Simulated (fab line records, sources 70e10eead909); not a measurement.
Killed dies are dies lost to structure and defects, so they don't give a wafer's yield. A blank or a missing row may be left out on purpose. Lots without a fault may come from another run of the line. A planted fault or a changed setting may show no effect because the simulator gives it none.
Chamber matching | flow nand_harc | NHARC_A_STAIRCASE_DEP_417 on pecvd-02: 3 sister chambers
The step deposits Si3N4, target thk 60 nm. 3 wafers are shown with their chamber, then 9 later ones without.

WAFERS WITH THEIR CHAMBER
wafer  | chamber | heater_power_w (W)
L089.1 | 0       | 888
L089.2 | 1       | 527
L089.4 | 2       | 701

WAFERS WITHOUT THEIR CHAMBER
wafer  | heater_power_w (W)
L090.1 | 686
L090.3 | 612
L090.4 | 625
L092.2 | 691
L092.3 | 755
L092.5 | 742
L097.1 | 565
L097.3 | 821
L097.5 | 597

WHICH CHAMBER EACH WENT THROUGH
wafer  | from the rows above     | in truth
L090.1 | 2                       | 2
L090.3 | can't be placed: 1 or 2 | 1
L090.4 | can't be placed: 2 or 1 | 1
L092.2 | 2                       | 2
L092.3 | can't be placed: 2 or 0 | 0
L092.5 | can't be placed: 2 or 0 | 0
L097.1 | can't be placed: 1 or 2 | 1
L097.3 | can't be placed: 0 or 2 | 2
L097.5 | can't be placed: 1 or 2 | 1
Placed correctly: 2 of 9. Can't be placed from these rows: 7 (the true chamber is among the candidates in 7). Placed wrongly: 0.
How it was worked out, from the rows above alone: a wafer's distance from a chamber is the root of the sum, over the readings, of the square of ((its reading less the chamber's mean) divided by the reading's scatter). The wafer belongs to the nearest chamber; if the next one is less than 2 further off, it can't be placed. A chamber's mean is the mean of its shown wafers. The scatter: with one shown wafer a chamber, the root of the mean of the squares of how far each hidden wafer lies from its nearest shown one.
